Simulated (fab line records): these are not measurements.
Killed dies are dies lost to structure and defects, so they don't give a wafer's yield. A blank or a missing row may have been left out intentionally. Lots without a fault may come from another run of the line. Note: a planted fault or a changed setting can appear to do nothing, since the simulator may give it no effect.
Matching of chambers    flow n5Finfet    N5_BEOL_M6_ETCH_65 on rieDiel-04 has 4 sister chambers
The step etches SiARC in CF4, target depth 15.6 nm, time 26 s. 4 wafers are shown with their chamber, then 11 later ones without.

## WAFERS WITH THEIR CHAMBER
wafer   chamber  drypumpMotorCurrentA (A)
L080.4  0        5.2
L089.2  2        5.8
L089.5  1        5.4
L090.1  3        6.5

## WAFERS MISSING THEIR CHAMBER
wafer   drypumpMotorCurrentA (A)
L090.3  5.4
L090.5  6.5
L093.2  5.2
L093.4  5.7
L093.6  5.2
L091.3  6.5
L091.5  5.4
L091.6  5.8
L095.1  6.5
L095.3  5.4
L095.6  5.4

## THE CHAMBER EACH PASSED THROUGH
wafer   from the rows above  in truth
L090.3  1                    1
L090.5  3                    3
L093.2  0                    0
L093.4  2                    2
L093.6  0                    0
L091.3  3                    3
L091.5  1                    1
L091.6  2                    2
L095.1  3                    3
L095.3  1                    1
L095.6  1                    1
Correctly placed: 11 of 11. Can't be placed from these rows: 0. Wrongly placed: 0.
How it was worked out, from the rows above alone: a wafer's distance from a chamber is the root of the sum, over the readings, of the square of ((its reading less the chamber's mean) divided by the reading's scatter). The wafer belongs to the nearest chamber; if the next one is less than 2 further off, it can't be placed. For every chamber, the mean is computed from those of its wafers that are shown. The scatter: with one shown wafer a chamber, the root of the mean of the squares of how far each hidden wafer lies from its nearest shown one.
